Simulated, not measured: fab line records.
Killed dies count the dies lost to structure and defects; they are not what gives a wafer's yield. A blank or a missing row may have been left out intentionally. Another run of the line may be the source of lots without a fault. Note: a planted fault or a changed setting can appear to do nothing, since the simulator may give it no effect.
Shared-tool check | flow n5Finfet | 8 lots and 24 wafers in the sample

## WHY IT WAS OPENED
Of 8 lots, 2 have the reading REXT_N flagged at N5_BEOL_M4_RC_MEAS_101. Wafers without a fault read 75.7 ohm.um, standard deviation 2.
Rule: a lot gets a flag if all its wafers with a number sit over 4 standard deviations from that mean, or if no wafer of it has a number. The other lots count as sound.

lot  | measured     | on        | REXT_N (ohm.um), wafer by wafer | flag
L494 | day 8 20:48  | prober-02 | 75.0 74.6 74.2                  | 
L497 | day 9 17:08  | prober-02 | 74.9 74.5 75.1                  | 
L498 | day 9 19:52  | prober-01 | 75.6 74.8 74.4                  | 
L508 | day 11 18:23 | prober-02 | 92.1 91.4 89.3                  | FLAGGED
L509 | day 12 21:51 | prober-02 | 90.2 92.1 90.2                  | FLAGGED
L514 | day 13 16:05 | prober-02 | 73.3 72.3 74.1                  | 
L515 | day 13 23:15 | prober-02 | 73.1 73.5 72.7                  | 
L516 | day 14 19:29 | prober-01 | 76.8 78.0 77.4                  | 
The numbers of the flagged lots are 90.9 ohm.um on average: +15.2 ohm.um against the usual, or +8 standard deviations.

## EACH LOT AND THE TOOL IT RAN ON
The record holds 3 process steps before the reading, out of a route of 1938 steps. Read each cell as the tool, then ch plus the chambers that the sampled wafers visited, then the start.
lot  | flag    | N5_SD_EPI_P_ETCHBACK_46          | N5_SD_EPI_P_STRIP_40               | N5_SD_ACTIVATION_RTA_00
L494 |         | rieDiel-04 ch 0,2,3, day 3 10:57 | plasmaAsher-01 ch 0,1, day 3 11:23 | rtpAnneal-01 ch 0, day 3 16:31
L497 |         | rieDiel-05 ch 1,2,3, day 3 22:59 | plasmaAsher-02 ch 0,1, day 3 23:25 | rtpAnneal-02 ch 0, day 4 05:48
L498 |         | rieDiel-04 ch 2,3, day 4 07:58   | plasmaAsher-02 ch 0,1, day 4 08:26 | rtpAnneal-02 ch 0, day 4 14:57
L508 | FLAGGED | rieDiel-05 ch 2,3, day 6 21:23   | plasmaAsher-01 ch 0,1, day 6 21:48 | rtpAnneal-02 ch 0, day 7 00:50
L509 | FLAGGED | rieDiel-05 ch 0,1,3, day 7 00:06 | plasmaAsher-01 ch 0,1, day 7 00:31 | rtpAnneal-02 ch 0, day 7 04:25
L514 |         | rieDiel-05 ch 0,3, day 8 08:13   | plasmaAsher-01 ch 0,1, day 8 08:38 | rtpAnneal-01 ch 0, day 8 12:32
L515 |         | rieDiel-05 ch 0,2,3, day 8 11:53 | plasmaAsher-02 ch 0,1, day 8 12:19 | rtpAnneal-01 ch 0, day 8 15:19
L516 |         | rieDiel-02 ch 0,1,3, day 8 18:14 | plasmaAsher-02 ch 0,1, day 8 18:39 | rtpAnneal-01 ch 0, day 8 21:41
These steps, and what they do:
- N5_SD_EPI_P_ETCHBACK_46: etches SiNx in CH3F/O2, stops on SiO2, target depth 17.5 nm.
- N5_SD_EPI_P_STRIP_40: strips in N2/H2.
- N5_SD_ACTIVATION_RTA_00: time 0 s.
- N5_BEOL_M4_RC_MEAS_101

## FLAGGED OVER TOTAL, TOOL BY TOOL (the gauges that took the reading come last)
step                    | tool           | lots run | flagged | share of the flagged lots | sound lots run after its first flagged lot
N5_SD_EPI_P_ETCHBACK_46 | rieDiel-02     | 1        | 0       | none                      | -
N5_SD_EPI_P_ETCHBACK_46 | rieDiel-04     | 2        | 0       | none                      | -
N5_SD_EPI_P_ETCHBACK_46 | rieDiel-05     | 5        | 2       | all                       | 2 (L514,L515)
N5_SD_EPI_P_STRIP_40    | plasmaAsher-01 | 4        | 2       | all                       | 1 (L514)
N5_SD_EPI_P_STRIP_40    | plasmaAsher-02 | 4        | 0       | none                      | -
N5_SD_ACTIVATION_RTA_00 | rtpAnneal-01   | 4        | 0       | none                      | -
N5_SD_ACTIVATION_RTA_00 | rtpAnneal-02   | 4        | 2       | all                       | 0
N5_BEOL_M4_RC_MEAS_101  | prober-01      | 2        | 0       | none                      | -
N5_BEOL_M4_RC_MEAS_101  | prober-02      | 6        | 2       | all                       | 2 (L514,L515)

## WHAT THE TABLE ALLOWS
4 rows of the table ran every flagged lot: rieDiel-05 at N5_SD_EPI_P_ETCHBACK_46, plasmaAsher-01 at N5_SD_EPI_P_STRIP_40, rtpAnneal-02 at N5_SD_ACTIVATION_RTA_00, prober-02 at N5_BEOL_M4_RC_MEAS_101.
- rieDiel-05 at N5_SD_EPI_P_ETCHBACK_46 ran 5 lots, 2 of them flagged. Sound lots followed the first flagged one (L514, L515) on it, something a lasting fault affecting the whole tool could not allow.
- plasmaAsher-01 at N5_SD_EPI_P_STRIP_40 ran 4 lots, 2 of them flagged. Sound lots followed the first flagged one (L514) on it, something a lasting fault affecting the whole tool could not allow.
- rtpAnneal-02 at N5_SD_ACTIVATION_RTA_00 ran 4 lots, 2 of them flagged. A fault beginning between L498 (day 4 14:57), its last sound lot, and L508 (day 7 00:50), its first flagged one, fits the data. Its own readings (lampPowerPct, lamp_zone_1_pct, lamp_zone_2_pct, lamp_zone_3_pct, lamp_zone_4_pct, lamp_zone_5_pct, lamp_zone_6_pct, lamp_zone_7_pct) fall more than 4 standard deviations out on all wafers of the flagged lots.
- prober-02 at N5_BEOL_M4_RC_MEAS_101 ran 6 lots, 2 of them flagged. Sound lots followed the first flagged one (L514, L515) on it, something a lasting fault affecting the whole tool could not allow.
One tool is left: rtpAnneal-02 at N5_SD_ACTIVATION_RTA_00.

## WHAT THE SIMULATOR HAD INSERTED
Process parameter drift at N5_SD_ACTIVATION_RTA_00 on rtpAnneal-02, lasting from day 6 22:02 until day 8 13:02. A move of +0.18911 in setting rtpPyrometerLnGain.
Lots struck among those shown: L508, L509. Same finding as the rule above.
